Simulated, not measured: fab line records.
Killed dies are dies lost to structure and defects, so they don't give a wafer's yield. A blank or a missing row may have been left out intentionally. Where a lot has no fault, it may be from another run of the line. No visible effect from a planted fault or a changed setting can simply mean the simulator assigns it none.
Lot-split experiment | flow n5 finfet | route with 1938 steps; 7 lots, 21 wafers read

== SPLIT DETAILS ==
At N5_WELL_APT_PEB_23 (peb time 90 s), the setting peb time s was moved away from the recipe's 90 s on 11 of the 21 wafers read, by -11.3% to +20.1%. This setting was run at the recipe's value on the other wafers.

== FROM THE SPLIT TO THE READING: what the file shows between them, 2 steps ==
- N5_WELL_APT_DEVELOP_24: develop time 45 s
- N5_WELL_APT_HARDBAKE_29: time 120 s

== THE READING ==
At N5_WELL_APT_CD_MEAS_25: cd nm in nanometres, against a target cd of 200 nm. A value of 199.7 nm with a standard deviation of 1.9 nm is what fault-free wafers of this fab line usually give.

wafer  | tool, chamber at the split | peb time s as run, s | against the recipe | cd nm, nm | against lot-mates on the recipe
L074.3 | litho track-04, 0          | 90                   | recipe             | 198.4     | -
L074.4 | litho track-04, 0          | 104.7                | +16.3%             | 205.7     | +7.3
L074.6 | litho track-04, 0          | 104.7                | +16.3%             | 203.9     | +5.5
L076.1 | litho track-04, 0          | 99.49                | +10.5%             | 204.8     | no lot-mate on the recipe
L076.2 | litho track-04, 0          | 99.49                | +10.5%             | 204.3     | no lot-mate on the recipe
L076.6 | litho track-04, 0          | 99.49                | +10.5%             | 203.7     | no lot-mate on the recipe
L078.1 | litho track-05, 0          | 90                   | recipe             | 199.1     | -
L078.3 | litho track-05, 0          | 90                   | recipe             | 199.2     | -
L078.5 | litho track-05, 0          | 90                   | recipe             | 196.3     | -
L086.3 | litho track-05, 0          | 103.6                | +15.1%             | 208.4     | +9.9
L086.4 | litho track-05, 0          | 90                   | recipe             | 198.5     | -
L086.5 | litho track-05, 0          | 103.6                | +15.1%             | 206.9     | +8.4
L093.4 | litho track-05, 0          | 90                   | recipe             | 200.6     | -
L093.5 | litho track-05, 0          | 90                   | recipe             | 202.1     | -
L093.6 | litho track-05, 0          | 90                   | recipe             | 202.0     | -
L095.4 | litho track-05, 0          | 108.1                | +20.1%             | 207.7     | +5.5
L095.5 | litho track-05, 0          | 108.1                | +20.1%             | 209.5     | +7.3
L095.6 | litho track-05, 0          | 90                   | recipe             | 202.2     | -
L097.1 | litho track-04, 0          | 90                   | recipe             | 201.9     | -
L097.3 | litho track-04, 0          | 79.82                | -11.3%             | 192.9     | -9.0
L097.6 | litho track-04, 0          | 79.82                | -11.3%             | 195.1     | -6.8

THE FIT
A straight line over all 21 wafers: cd nm changes by +0.432 nm for each +1% of peb time s; r = +0.92; the points scatter about the line by 1.8 nm.
The same after taking each lot's own level away (the mean of its wafers on the recipe; 18 wafers): +0.47 nm for each +1%; r = +0.94; scatter 1.8 nm.
On that fit, the largest move of peb time s shifts the reading by 9.4 nm.
Across the lots, their own levels run from 198.20 to 202.20 nm, a range of 2.1 times the standard deviation given above.
So the lot-to-lot level changes the slope little: the two slopes agree.
Check: with one of the wafers moved furthest among these (+20.1%) left out of the fit, the line predicts +9.76 nm for it against its lot-mates. Against them it came out at +5.5 nm.

== THE WHOLE CHAIN: every reading that the file lists as answering this split, in the file's order ==
step                   | what it does             | reading                                                         | change (the file's fit)               | r (the file's)
N5_WELL_APT_CD_MEAS_25 | target cd 200 nm         | cd nm                                                           | +0.448 nm for each +1% of the setting | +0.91
N5_WELL_APT_DESCUM_30  | chemistry O2, time 7.9 s | WELL_APT.cd nm (the simulator's own value, which no gauge read) | +0.45 nm for each +1% of the setting  | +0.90

== THE FILE'S OWN FIT ==
cd nm changes by +0.448 nm for each +1% of peb time s, r = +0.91.
